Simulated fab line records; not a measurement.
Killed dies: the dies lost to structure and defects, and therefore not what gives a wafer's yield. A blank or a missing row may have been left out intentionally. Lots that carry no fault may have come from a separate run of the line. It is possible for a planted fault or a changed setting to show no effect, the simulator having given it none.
fab line records	flow n5Finfet
[record] lots = 7	wafers = 21
route steps=1938 shown BEOL_M4@1047 BEOL_M5@1142 BEOL_M7@1266
startH: hours from the record's first day to the start of the lot's first wafer shown	waitH: hours since the lot's step before	" identical to the entry in the row above	L1.1+2: a row that stands for several wafers	- no value present, or no start provided	* or withheld: withheld	< > ~ a bound
route shown NAME@n: a module of which the file shows steps, and the number in the route of the first	usual: average and standard deviation across the fault-free wafers	same: alike in all rows	chamber/n: place in a boat	sites: readings site by site	_std_site: their standard deviation	_edge_site: the outer-site mean with the inner-site mean subtracted	radiusMm: for every site, how far away it sits from the centre of the wafer	mask NAME#n: copy n	behind: the last tool/chamber to shape the wafer	hold: the reason the lot was held/the length of the hold in hours/how it ended	device: the n, p or np transistor that did not switch	end of line: at the end of the route, the tests of the same wafers	for a step that has no rows: nothing shown but its recipe	killed: the dies lost at the first sort to structure and to defects; this is not the yield of the wafer	map: shows each die of a wafer: x if killed, . if not, _ if none is there
set.NAME: the setting that was run; set.NAME@STEP: the one run at that earlier step	model.NAME: the simulator's own value behind a step, which no gauge read
one table per step and one row per wafer, for lots whose settings were changed on purpose
[[steps]]
[step N5_BEOL_M4_COAT_67]
[recipe] resist = SOC	tempC = 250	timeS = 60	spinRpm = 1500	resistThkNm = 60
lot.wafer	tool	chamber	startH	waitH	set.spinRpm	model.SOC_of_BEOL_M4_COAT_67.thkNm
L075.1+2	lithoTrack-03	0	160.61	0.0	1434	61.2
L075.3	"	0	"	"	1500	60
L074.1	lithoTrack-03	0	164.46	0.0	1398	62
L074.2+5	"	0	"	"	1500	60
L078.1	lithoTrack-02	0	189.39	0.0	1374	62.8
L078.4	"	0	"	"	1500	60
L078.5	"	0	"	"	1500	59.8
L083.3+5	lithoTrack-02	0	227.15	0.0	1500	59.8
L083.6	"	0	"	"	1500	59.6
L094.1+3	lithoTrack-03	0	281.73	0.0	1500	60.2
L094.2	"	0	"	"	1500	60
L096.2	lithoTrack-03	0	293.99	0.0	1500	59.8
L096.3+4	"	0	"	"	1500	60.2
L097.3	lithoTrack-02	0	304.70	0.0	1604	58.2
L097.4	"	0	"	"	1604	58
L097.5	"	0	"	"	1500	60
[step N5_BEOL_M4_COAT_68]
[recipe] resist = SiARC	tempC = 220	timeS = 60	spinRpm = 1500	resistThkNm = 12
[step N5_BEOL_M4_COAT_76]
[recipe] resist = underlayer	tempC = 205	timeS = 60	spinRpm = 1500	resistThkNm = 5
[step N5_BEOL_M4_ALD_98]
[recipe] material = SiO2	targetThkA = 25	tempC = 100	aldPrecursorFamily = BDEAS	aldCoReactant = O2-plasma	pulseTimeS = 1	coReactantPulseTimeS = 1	purgeTimeS = 2	coReactantPurgeTimeS = 2	aldCycles = 17	pressureTorr = 2
[step N5_BEOL_M4_ETCHBACK_99]
[recipe] chemistry = CHF3	target = SiO2	targetDepthA = 50	timeS = 10.4	sourceW = 215	biasW = 47	Ar_flow_sccm = 200	CHF3_flow_sccm = 12	ionEnergyEv = 100	pressureMtorr = 30
[step N5_BEOL_M4_ETCH_70]
[recipe] chemistry = N2/H2	target = SOC	targetDepthA = 800	overetchA = 240	maskMaterial = SiARC	tempC = 40	timeS = 130	ionEnergyEv = 200	pressureMtorr = 30	sourceW = 840	biasW = 150	n2FlowSccm = 200	h2FlowSccm = 200
lot.wafer	tool	chamber	startH	waitH	set.spinRpm@BEOL_M4_COAT_67	model.etch.depthNm
L074.1	rieDiel-04	1	175.83	0.0	1398	62.08
L074.2	"	3	"	"	1500	60.04
L074.5	"	2	"	"	1500	59.95
L075.1	rieDiel-04	3	176.26	0.0	1434	61.23
L075.2	"	2	"	"	1434	61.22
L075.3	"	0	"	"	1500	59.99
L078.1	rieDiel-01	0	197.35	0.0	1374	62.71
L078.4	"	2	"	"	1500	59.99
L078.5	"	3	"	"	1500	59.86
L083.3	rieDiel-04	3	241.75	0.0	1500	59.76
L083.5	"	3	"	"	1500	59.72
L083.6	"	0	"	"	1500	59.66
L094.1	rieDiel-01	1	295.00	0.0	1500	60.12
L094.2	"	0	"	"	1500	60.1
L094.3	"	2	"	"	1500	60.21
L096.2	rieDiel-01	0	302.46	0.0	1500	59.88
L096.3	"	2	"	"	1500	60.12
L096.4	"	3	"	"	1500	60.19
L097.3	rieDiel-01	1	321.03	0.0	1604	58.22
L097.4	"	0	"	"	1604	57.99
L097.5	"	3	"	"	1500	60.08
[step N5_BEOL_M4_STRIP_71]
[recipe] chemistry = N2/H2	tempC = 40	n2FlowSccm = 200	h2FlowSccm = 200	rfFrequencyHz = 6e+07
[step N5_BEOL_M4_STRIP_78]
[recipe] chemistry = N2/H2	tempC = 40	n2FlowSccm = 200	h2FlowSccm = 200	rfFrequencyHz = 6e+07
[step N5_BEOL_M4_VIA_ETCH_34]
[recipe] chemistry = C4F6/O2	targetDepthA = 694	maskMaterial = SOC	pressureMtorr = 15	ionEnergyEv = 250	taperDeg = 4	timeS = 65.9	sourceW = 350	biasW = 170	Ar_flow_sccm = 300	C4F6_flow_sccm = 10	O2_flow_sccm = 10
lot.wafer	tool	chamber	startH	waitH	set.spinRpm@BEOL_M4_COAT_67	model.SOC_of_BEOL_M4_COAT_67.thkNm
L074.1	rieDiel-04	1	175.94	0.0	1398	53.8
L074.2+5	"	3,2	"	"	1500	51.8
L075.1	rieDiel-04	3	176.37	0.0	1434	53
L075.2	"	2	"	"	1434	53.2
L075.3	"	0	"	"	1500	51.8
L078.1	rieDiel-01	0	197.46	0.0	1374	54.6
L078.4	"	2	"	"	1500	52
L078.5	"	3	"	"	1500	51.8
L083.3+5+6	rieDiel-04	3,3,0	241.85	0.0	1500	51.4
L094.1+2+3	rieDiel-01	1,0,2	295.10	0.0	1500	51.8
L096.2	rieDiel-01	0	302.56	0.0	1500	51.6
L096.3	"	2	"	"	1500	52
L096.4	"	3	"	"	1500	51.8
L097.3	rieDiel-01	1	321.14	0.0	1604	50
L097.4	"	0	"	"	1604	49.8
L097.5	"	3	"	"	1500	51.8
[step N5_BEOL_M5_COAT_22]
[recipe] resist = CAR-EUV	spinRpm = 1500	resistThkNm = 30
lot.wafer	tool	chamber	startH	waitH	set.spinRpm	model.CAR-EUV_of_BEOL_M5_COAT_22.thkNm
L074.1+2	lithoTrack-02	0	-	-	1500	30
L074.5	"	0	"	"	1548	29.6
L075.1	lithoTrack-01	0	-	-	1604	28.8
L075.2+3	"	0	"	"	1500	29.8
L078.1+5	lithoTrack-01	0	-	-	1500	29.8
L078.4	"	0	"	"	1441	30.4
L083.3+5+6	lithoTrack-02	0	-	-	1500	30
L094.1+2	lithoTrack-02	0	-	-	1500	30
L094.3	"	0	"	"	1500	30.2
L096.2+3+4	lithoTrack-01	0	-	-	1500	30
L097.3+5	lithoTrack-02	0	-	-	1500	30
L097.4	"	0	"	"	1630	28.8
[step N5_BEOL_M5_EXPOSE_25]
[recipe] maskId = V4	na = 0.33	sourceShape = quasar	sigmaInner = 0.2	sigmaOuter = 0.6	polarization = unpolarized	defocusNm = 10	doseMj = 52.75
lot.wafer	tool	chamber	startH	waitH	mask	set.doseMj
L074.1+2+5	euvScanner-01	0	184.27	-	V4#0	52.75
L075.1+2+3	euvScanner-01	0	184.85	-	V4#0	52.75
L078.1+5	euvScanner-01	0	206.24	-	V4#0	52.75
L078.4	"	0	"	"	V4#0	55.58
L083.3+6	euvScanner-01	0	250.93	-	V4#0	52.75
L083.5	"	0	"	"	V4#0	51.69
L094.1+2+3	euvScanner-02	0	309.67	-	V4#0	52.75
L096.2	euvScanner-02	0	310.78	-	V4#0	52.75
L096.3+4	"	0	"	"	V4#0	55.11
L097.3+4	euvScanner-01	0	334.64	-	V4#0	54.37
L097.5	"	0	"	"	V4#0	52.75
[step N5_BEOL_M5_PEB_26]
[recipe] pebTempC = 100	pebTimeS = 60	resist = CAR-EUV
[step N5_BEOL_M5_DEVELOP_27]
[recipe] developTimeS = 30	developer = TMAH	resist = CAR-EUV	rinseLiquid = surfactantRinse	dry = airSpin	devTempC = 23
lot.wafer	tool	chamber	startH	waitH	set.spinRpm@BEOL_M5_COAT_22	model.CAR-EUV_of_BEOL_M5_COAT_22.thkNm
L074.1	lithoTrack-01	0	-	-	1500	29.6
L074.2	"	0	"	"	1500	29.4
L074.5	"	0	"	"	1548	29
L075.1	lithoTrack-05	0	-	-	1604	28.4
L075.2+3	"	0	"	"	1500	29.2
L078.1+5	lithoTrack-01	0	-	-	1500	29.4
L078.4	"	0	"	"	1441	30
L083.3+6	lithoTrack-01	0	-	-	1500	29.6
L083.5	"	0	"	"	1500	29.4
L094.1+2+3	lithoTrack-05	0	-	-	1500	29.6
L096.2+4	lithoTrack-02	0	-	-	1500	29.6
L096.3	"	0	"	"	1500	29.4
L097.3	lithoTrack-05	0	-	-	1500	29.6
L097.4	"	0	"	"	1630	28.4
L097.5	"	0	"	"	1500	29.4
[step N5_BEOL_M5_CD_MEAS_28]
[recipe] targetCdNm = 30.6	landingEnergyEv = 500	detector = seInlens	targetCdYNm = 20	polarity = opening
[usual] cdNm = 30.66/0.23
lot.wafer	tool	chamber	startH	waitH	set.doseMj@BEOL_M5_EXPOSE_25	cdNm
L074.1	cdSem-01	0	184.41	-	52.75	30.39
L074.2	"	0	"	"	52.75	30.71
L074.5	"	0	"	"	52.75	30.62
L075.1	cdSem-01	0	184.99	-	52.75	30.83
L075.2	"	0	"	"	52.75	30.73
L075.3	"	0	"	"	52.75	30.96
L078.1	cdSem-02	0	206.38	-	52.75	30.94
L078.4	"	0	"	"	55.58	32.11
L078.5	"	0	"	"	52.75	30.70
L083.3	cdSem-03	0	251.05	-	52.75	30.86
L083.5	"	0	"	"	51.69	29.95
L083.6	"	0	"	"	52.75	30.62
L094.1	cdSem-03	0	309.81	-	52.75	30.76
L094.2	"	0	"	"	52.75	30.31
L094.3	"	0	"	"	52.75	30.33
L096.2	cdSem-03	0	310.92	-	52.75	30.26
L096.3	"	0	"	"	55.11	31.68
L096.4	"	0	"	"	55.11	31.19
L097.3	cdSem-02	0	334.77	-	54.37	31.75
L097.4	"	0	"	"	54.37	31.68
L097.5	"	0	"	"	52.75	31.22
[step N5_BEOL_M5_ETCH_75]
[recipe] chemistry = N2/H2	target = underlayer	targetDepthA = 65	maskMaterial = CAR-EUV	timeS = 5.2	ionEnergyEv = 200	pressureMtorr = 30	sourceW = 840	biasW = 150	n2FlowSccm = 200	h2FlowSccm = 200	ends = cleared
[step N5_BEOL_M5_ETCH_67]
[recipe] chemistry = CF4	target = SiARC	targetDepthA = 156	maskMaterial = CAR-EUV	timeS = 26	ionEnergyEv = 80	pressureMtorr = 40	sourceW = 545	biasW = 36	Ar_flow_sccm = 100	cf4FlowSccm = 100	ends = cleared
[step N5_BEOL_M5_ETCH_68]
[recipe] chemistry = N2/H2	target = SOC	targetDepthA = 800	overetchA = 160	maskMaterial = SiARC	tempC = 40	timeS = 120	ionEnergyEv = 200	pressureMtorr = 30	sourceW = 840	biasW = 150	n2FlowSccm = 200	h2FlowSccm = 200
lot.wafer	tool	chamber	startH	waitH	set.doseMj@BEOL_M5_EXPOSE_25	model.BEOL_M5.cdNm
L074.1+2	rieDiel-03	2,3	184.76	0.0	52.75	28.2
L074.5	"	3	"	"	52.75	28.4
L075.1	rieDiel-03	1	185.19	0.0	52.75	28.4
L075.2	"	0	"	"	52.75	28
L075.3	"	3	"	"	52.75	28.2
L078.1	rieDiel-03	1	206.58	0.0	52.75	28.6
L078.4	"	3	"	"	55.58	29.2
L078.5	"	2	"	"	52.75	28.2
L083.3+6	rieDiel-02	3,0	251.50	0.0	52.75	28.2
L083.5	"	2	"	"	51.69	28
L094.1	rieDiel-03	1	310.11	0.0	52.75	28
L094.2	"	3	"	"	52.75	27.8
L094.3	"	0	"	"	52.75	28.2
L096.2	rieDiel-06	1	311.12	0.0	52.75	27.6
L096.3+4	"	2,0	"	"	55.11	28.8
L097.3	rieDiel-06	0	335.29	0.0	54.37	29.2
L097.4	"	3	"	"	54.37	29.4
L097.5	"	2	"	"	52.75	28.6
[step N5_BEOL_M5_SPUTTER_48]
[recipe] material = Cu	targetThkA = 150	tempC = -20	chamberPressurePa = 0.07	powerW = withheld	timeS = 27.62
lot.wafer	tool	chamber	startH	waitH	set.timeS	model.Cu_of_BEOL_M5_SPUTTER_48.thkNm
L074.1+5	pvdSputter-03	-	187.52	0.1	27.62	15
L074.2	"	-	"	"	23.49	12.8
L075.1+3	pvdSputter-01	-	187.94	0.3	25.67	-
L075.2	"	-	"	"	27.62	15
L078.1+4	pvdSputter-01	-	208.46	0.2	27.62	15.2
L078.5	"	-	"	"	26.52	-
L083.3	pvdSputter-01	-	254.82	0.1	29.02	-
L083.5+6	"	-	"	"	27.62	15.2
L094.1+3	pvdSputter-02	-	311.82	0.1	27.62	15.2
L094.2	"	-	"	"	27.62	15
L096.2	pvdSputter-03	-	313.13	0.1	30.13	16.4
L096.3	"	-	"	"	30.13	-
L096.4	"	-	"	"	27.62	15
L097.3+4	pvdSputter-03	-	337.54	0.1	27.62	15
L097.5	"	-	"	"	27.62	15.2
[step N5_BEOL_M7_PECVD_70]
[recipe] material = SiO2	targetThkA = 200	tempC = 400	precursor = TEOS/O2	pressureTorr = 5.5	rfW = 450	teosFlowSccm = 53.8	gas = O2	flowSccm = 3000	timeS = 22.7
lot.wafer	tool	chamber	startH	waitH	set.tempC	model.SiO2_of_BEOL_M7_PECVD_70.thkNm
L074.1	pecvd-04	1	203.96	0.0	400	19.8
L074.2	"	2	"	"	392.4	20.8
L074.5	"	0	"	"	400	20.2
L075.1	pecvd-02	1	204.42	0.0	411.1	18.2
L075.2	"	0	"	"	400	19.6
L075.3	"	0	"	"	411.1	18.6
L078.1+5	pecvd-02	0	223.13	0.0	400	19.4
L078.4	"	0	"	"	400	19.6
L083.3+5	pecvd-03	2,1	268.47	0.0	406.4	19.2
L083.6	"	2	"	"	400	20
L094.1	pecvd-03	1	328.58	0.0	400	19.6
L094.2	"	2	"	"	400	19.8
L094.3	"	0	"	"	400	19.4
L096.2	pecvd-04	0	329.06	0.0	389.3	21.4
L096.3+4	"	1,2	"	"	400	19.8
L097.3+4	pecvd-02	2	350.23	0.0	405.2	19.2
L097.5	"	0	"	"	405.2	19
[step N5_BEOL_M7_ETCH_66]
[recipe] chemistry = N2/H2	target = SOC	targetDepthA = 800	overetchA = 160	maskMaterial = SiARC	tempC = 40	timeS = 120	ionEnergyEv = 200	pressureMtorr = 30	sourceW = 840	biasW = 150	n2FlowSccm = 200	h2FlowSccm = 200
[usual] rfVppV = 524.6/2.3
lot.wafer	tool	chamber	startH	waitH	set.biasW	rfVppV	model.SiARC_of_BEOL_M7_COAT_64.thkNm
L075.1	rieDiel-02	1	208.58	0.0	171.7	571.5	5.4
L075.2	"	3	"	"	150	524.7	6.4
L075.3	"	2	"	"	171.7	572.4	5.6
L074.1	rieDiel-02	2	208.97	0.0	169.6	568.7	5.6
L074.2	"	0	"	"	169.6	568.4	5.6
L074.5	"	2	"	"	150	525.8	6.4
L078.1	rieDiel-06	0	228.92	0.0	165.9	554.4	5.2
L078.4	"	3	"	"	150	527.1	6.2
L078.5	"	3	"	"	165.9	563.5	5.6
L083.3	rieDiel-03	0	271.66	0.0	162.1	550.2	6
L083.5	"	0	"	"	150	523.4	6.4
L083.6	"	1	"	"	150	524.9	6.2
L094.1	rieDiel-03	1	333.17	0.0	150	524.9	6.2
L094.2	"	3	"	"	150	523.6	6.4
L094.3	"	0	"	"	150	522.4	6.6
L096.2	rieDiel-02	1	335.24	0.0	150	525.3	6.2
L096.3	"	2	"	"	150	526.4	6.4
L096.4	"	0	"	"	150	524.6	6.4
L097.3	rieDiel-06	1	353.60	0.0	150	527.4	6.4
L097.4	"	3	"	"	150	528.3	6.4
L097.5	"	0	"	"	150	523.0	6.2
[[key]]
[split] step = N5_BEOL_M4_COAT_67	setting = spinRpm	stated = 1500	by = wafer
[response] step = N5_BEOL_M4_COAT_67	reading = model.SOC_of_BEOL_M4_COAT_67.thkNm	change = -0.306	per = 1%	r = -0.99
[response] step = N5_BEOL_M4_ETCH_70	reading = model.etch.depthNm	change = -0.308	per = 1%	r = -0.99
[response] step = N5_BEOL_M4_VIA_ETCH_34	reading = model.SOC_of_BEOL_M4_COAT_67.thkNm	change = -0.299	per = 1%	r = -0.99
[split] step = N5_BEOL_M5_COAT_22	setting = spinRpm	stated = 1500	by = wafer
[response] step = N5_BEOL_M5_COAT_22	reading = model.CAR-EUV_of_BEOL_M5_COAT_22.thkNm	change = -0.141	per = 1%	r = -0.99
[response] step = N5_BEOL_M5_DEVELOP_27	reading = model.CAR-EUV_of_BEOL_M5_COAT_22.thkNm	change = -0.128	per = 1%	r = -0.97
[split] step = N5_BEOL_M5_EXPOSE_25	setting = doseMj	stated = 52.75	by = wafer
[response] step = N5_BEOL_M5_CD_MEAS_28	reading = cdNm	change = +0.245	per = 1%	r = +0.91
[response] step = N5_BEOL_M5_ETCH_68	reading = model.BEOL_M5.cdNm	change = +0.196	per = 1%	r = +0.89
[split] step = N5_BEOL_M5_SPUTTER_48	setting = timeS	stated = 27.62	by = wafer
[response] step = N5_BEOL_M5_SPUTTER_48	reading = model.Cu_of_BEOL_M5_SPUTTER_48.thkNm	change = +0.149	per = 1%	r = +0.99
[split] step = N5_BEOL_M7_PECVD_70	setting = tempC	stated = 400	by = wafer
[response] step = N5_BEOL_M7_PECVD_70	reading = model.SiO2_of_BEOL_M7_PECVD_70.thkNm	change = -0.495	per = 1%	r = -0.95
[split] step = N5_BEOL_M7_ETCH_66	setting = biasW	stated = 150	by = wafer
[response] step = N5_BEOL_M7_ETCH_66	reading = rfVppV	change = +3.21	per = 1%	r = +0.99
[response] step = N5_BEOL_M7_ETCH_66	reading = model.SiARC_of_BEOL_M7_COAT_64.thkNm	change = -0.0617	per = 1%	r = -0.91
